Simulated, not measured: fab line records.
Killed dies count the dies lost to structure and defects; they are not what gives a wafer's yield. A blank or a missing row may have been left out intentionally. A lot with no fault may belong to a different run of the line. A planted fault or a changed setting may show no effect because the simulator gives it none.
Which tool was responsible? | flow nandHarc | 12 lots, 36 wafers sampled, at 6 steps of a route of 1302

WHAT THE GAUGES READ, wafer by wafer
NHARC_A_ONON_D1_THK_MEAS_30: measures by ellipsometry. Usual: 1000 nm for thkNm, sd 9.5.
lot  | measured     | on           | thkNm (nm)              | flag
L178 | day 8 15:34  | filmMetro-02 | 999 997 999             | 
L179 | day 9 00:10  | filmMetro-01 | 991 991 990             | 
L180 | day 9 17:23  | filmMetro-01 | 986 985 986             | 
L181 | day 9 17:25  | filmMetro-02 | 992 991 992             | 
L186 | day 12 09:36 | filmMetro-02 | 1007 1006 1009          | 
L192 | day 14 11:15 | filmMetro-01 | 1023 1022 1026          | 
L193 | day 15 12:16 | filmMetro-02 | 1010 1008 1011          | 
L195 | day 16 01:55 | filmMetro-02 | 629 629 628 628 627 628 | OFF
L197 | day 16 17:47 | filmMetro-01 | 632 631 631 631 632 630 | OFF
L198 | day 17 06:22 | filmMetro-01 | 1011 1009 1011          | 
L199 | day 17 10:24 | filmMetro-02 | 1010 1014 1009          | 
L200 | day 17 10:25 | filmMetro-02 | 995 994 996             | 

NHARC_END_SORT_01. Usual: killedAtArray 52, standard deviation 19; killedAtOther 1.0, standard deviation 1.2; killedAtPeriphery 4.1, standard deviation 2.8; killedDies 57, standard deviation 19; killedOpen 3.1, standard deviation 1.7; killedShort 2.5, standard deviation 1.5.
lot  | measured     | on        | killedAtArray | killedAtOther | killedAtPeriphery | killedDies  | killedOpen | killedShort | flag
L195 | day 32 18:06 | prober-01 | 677 675 674   | 0 0 1         | 0 2 2             | 677 677 677 | 2 5 5      | 1 2 3       | OFF
L197 | day 32 06:58 | prober-02 | 671 672 674   | 1 1 0         | 5 4 3             | 677 677 677 | 7 0 2      | 2 2 3       | OFF

EACH LOT AND THE TOOL THAT RAN IT (in order: tool; ch and the chambers of the sampled wafers; start)
lot  | NHARC_A_ZERO_WELL_RTA_16        | NHARC_A_ONON_D1_DEP_28          | NHARC_A_CHANNEL_HOLE_D1_DEP_01  | NHARC_A_CHANNEL_HOLE_D1_ETCH_38
L178 | rtpAnneal-01 ch 0, day 7 05:44  | pecvdOnon-03 ch 0, day 8 15:04  | pecvd-04 ch 0,1,2, day 8 18:07  | rieDiel-04 ch 1,2,3, day 8 19:08
L179 | rtpAnneal-02 ch 0, day 7 14:36  | pecvdOnon-01 ch 0, day 8 23:39  | pecvd-04 ch 0,1, day 9 02:42    | rieDiel-12 ch 1,2,3, day 9 03:42
L180 | rtpAnneal-02 ch 0, day 8 06:57  | pecvdOnon-01 ch 0, day 9 16:56  | pecvd-01 ch 0,1,2, day 9 20:10  | rieDiel-03 ch 0,1,2, day 9 21:01
L181 | rtpAnneal-02 ch 0, day 8 10:42  | pecvdOnon-02 ch 0, day 9 16:57  | pecvd-01 ch 0,1, day 9 20:52    | rieDiel-12 ch 0,1,2, day 9 21:41
L186 | rtpAnneal-02 ch 0, day 10 21:14 | pecvdOnon-03 ch 0, day 12 09:05 | pecvd-01 ch 0,1,2, day 12 12:29 | rieDiel-03 ch 0,1,2, day 12 13:21
L192 | rtpAnneal-01 ch 0, day 13 03:06 | pecvdOnon-01 ch 0, day 14 10:44 | pecvd-04 ch 0,1,2, day 14 15:47 | rieDiel-03 ch 0,2,3, day 14 16:40
L193 | rtpAnneal-01 ch 0, day 14 04:05 | pecvdOnon-03 ch 0, day 15 11:46 | pecvd-04 ch 0,1,2, day 15 14:49 | rieDiel-12 ch 0,1,3, day 15 15:52
L195 | rtpAnneal-01 ch 0, day 14 16:57 | pecvdOnon-01 ch 0, day 16 01:28 | -                               | -
L197 | rtpAnneal-01 ch 0, day 15 08:14 | pecvdOnon-01 ch 0, day 16 17:24 | -                               | -
L198 | rtpAnneal-01 ch 0, day 15 20:37 | pecvdOnon-03 ch 0, day 17 05:55 | pecvd-01 ch 0,2, day 17 10:04   | rieDiel-03 ch 1,2,3, day 17 11:04
L199 | rtpAnneal-02 ch 0, day 16 01:08 | pecvdOnon-03 ch 0, day 17 09:53 | pecvd-04 ch 0,2, day 17 16:49   | rieDiel-03 ch 0,2,3, day 17 17:48
L200 | rtpAnneal-01 ch 0, day 16 02:20 | pecvdOnon-02 ch 0, day 17 10:04 | pecvd-01 ch 0,1,2, day 17 18:04 | rieDiel-04 ch 0,2,3, day 17 19:00
- NHARC_A_ZERO_WELL_RTA_16: time 10 s.
- NHARC_A_ONON_D1_DEP_28: target thk 1000 nm.
- NHARC_A_CHANNEL_HOLE_D1_DEP_01: deposits SiON, target thk 140 nm.
- NHARC_A_CHANNEL_HOLE_D1_ETCH_38: etches the open film in CF4, target depth 39 nm, time 65 s.

AS READ BY THE TOOLS THEMSELVES (means over the sampled wafers that have a number; for cases with no such wafer, the mark the record gives instead)
NHARC_A_ZERO_WELL_RTA_16. Usual: annealTempCMax 1003.8, standard deviation 0.82; lampPowerPct 31 %, standard deviation 3.2; lamp_zone_4_pct 31 %, standard deviation 3.2; wafer_temp_C_max 1004.1, standard deviation 1.2.
lot  | tool         | annealTempCMax | lampPowerPct (%) | lamp_zone_4_pct (%) | wafer_temp_C_max | flag
L178 | rtpAnneal-01 | 1004.1         | 28               | 28                  | 1004.5           | 
L179 | rtpAnneal-02 | 1003.3         | 34               | 34                  | 1002.5           | 
L180 | rtpAnneal-02 | 1003.9         | 34               | 34                  | 1003.6           | 
L181 | rtpAnneal-02 | 1003.6         | 34               | 34                  | 1003.0           | 
L186 | rtpAnneal-02 | 1003.9         | 34               | 34                  | 1003.3           | 
L192 | rtpAnneal-01 | 1004.5         | 28               | 28                  | 1004.2           | 
L193 | rtpAnneal-01 | 1003.6         | 28               | 28                  | 1005.2           | 
L195 | rtpAnneal-01 | 1002.8         | 28               | 28                  | 1005.0           | 
L197 | rtpAnneal-01 | 1003.7         | 28               | 28                  | 1005.0           | 
L198 | rtpAnneal-01 | 1004.0         | 28               | 28                  | 1005.4           | 
L199 | rtpAnneal-02 | 1003.1         | 34               | 34                  | 1003.5           | 
L200 | rtpAnneal-01 | 1004.1         | 28               | 28                  | 1004.5           | 

NHARC_A_ONON_D1_DEP_28. Usual: 2749 sccm for n2FlowSccm, sd 8.4.
lot  | tool         | n2FlowSccm (sccm) | flag
L178 | pecvdOnon-03 | 2745              | 
L179 | pecvdOnon-01 | 2759              | 
L180 | pecvdOnon-01 | 2740              | 
L181 | pecvdOnon-02 | 2740              | 
L186 | pecvdOnon-03 | 2740              | 
L192 | pecvdOnon-01 | 2748              | 
L193 | pecvdOnon-03 | 2759              | 
L195 | pecvdOnon-01 | 2747              | 
L197 | pecvdOnon-01 | 2750              | 
L198 | pecvdOnon-03 | 2754              | 
L199 | pecvdOnon-03 | 2755              | 
L200 | pecvdOnon-02 | 2748              | 

NHARC_A_CHANNEL_HOLE_D1_DEP_01. Usual: heaterPowerOuterW 487 W, standard deviation 78; heaterPowerW 772 W, standard deviation 84; showerheadVppV 1191 V, standard deviation 55.
lot  | tool     | heaterPowerOuterW (W) | heaterPowerW (W) | showerheadVppV (V) | flag
L178 | pecvd-04 | 414                   | 696              | 1209               | 
L179 | pecvd-04 | 428                   | 704              | 1228               | 
L180 | pecvd-01 | 567                   | 851              | 1169               | 
L181 | pecvd-01 | 565                   | 829              | 1127               | 
L186 | pecvd-01 | 561                   | 841              | 1184               | 
L192 | pecvd-04 | 411                   | 686              | 1197               | 
L193 | pecvd-04 | 422                   | 718              | 1204               | 
L198 | pecvd-01 | 531                   | 805              | 1191               | 
L199 | pecvd-04 | 470                   | 763              | 1181               | 
L200 | pecvd-01 | 566                   | 852              | 1184               | 

NHARC_A_CHANNEL_HOLE_D1_ETCH_38. Usual: drypumpMotorCurrentA 5.7 A, standard deviation 0.36; oesProductAu 0.996 a.u., standard deviation 0.013; rfVppV 151.0 V, standard deviation 1.2; showerheadPlenumPTorr 1.75 Torr, standard deviation 0.063; throttleValvePct 13.283 %, standard deviation 0.0094.
lot  | tool       | drypumpMotorCurrentA (A) | oesProductAu (a.u.) | rfVppV (V) | showerheadPlenumPTorr (Torr) | throttleValvePct (%) | flag
L178 | rieDiel-04 | 5.8                      | 1.007               | 151.6      | 1.82                         | 13.280               | 
L179 | rieDiel-12 | 5.7                      | 0.974               | 150.9      | 1.76                         | 13.281               | 
L180 | rieDiel-03 | 5.5                      | 0.992               | 151.4      | 1.75                         | 13.281               | 
L181 | rieDiel-12 | 5.8                      | 0.999               | 151.7      | 1.77                         | 13.283               | 
L186 | rieDiel-03 | 5.5                      | 0.999               | 150.5      | 1.75                         | 13.278               | 
L192 | rieDiel-03 | 5.6                      | 1.009               | 150.0      | 1.70                         | 13.279               | 
L193 | rieDiel-12 | 5.7                      | 0.998               | 150.7      | 1.73                         | 13.278               | 
L198 | rieDiel-03 | 5.6                      | 1.000               | 150.1      | 1.74                         | 13.286               | 
L199 | rieDiel-03 | 5.6                      | 1.005               | 150.0      | 1.69                         | 13.285               | 
L200 | rieDiel-04 | 5.9                      | 1.015               | 152.1      | 1.79                         | 13.282               | 

THE ANSWER, worked out from the rows above alone
Rule: take the mean of a lot's wafers that have a number; if it is more than 3 standard deviations from the usual mean, the lot is off. Also off: a lot with no number at a reading for which 4 or more lots have one. All remaining lots with rows at the step are treated as sound. First the gauges in route order, then the tools' own readings, where a lot's mean is used as printed above. The first step at which some lot is off is used, and at that step the reading that is off furthest; a lot without a number counts as furthest.
Off at NHARC_A_ONON_D1_THK_MEAS_30 (thkNm): L195, L197.
A tool fits if, at a process step before that reading, it ran every lot that is off, and no sound lot after the first of them. The gauges at NHARC_A_ONON_D1_THK_MEAS_30 aren't tried: what is off there is off at NHARC_END_SORT_01 too, on other tools, and a gauge's error can't cause that. One candidate fits, namely pecvdOnon-01 at NHARC_A_ONON_D1_DEP_28. A fault onset in the window from L192 (day 14 10:44, its last sound lot) to L195 (day 16 01:28, its first lot off) fits.

WHAT HAD BEEN PUT IN BY THE SIMULATOR
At NHARC_A_ONON_D1_DEP_28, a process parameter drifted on pecvdOnon-01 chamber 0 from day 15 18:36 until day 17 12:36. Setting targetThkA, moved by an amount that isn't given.
Shown lots that were struck: L195, L197. Same finding as the rule above.
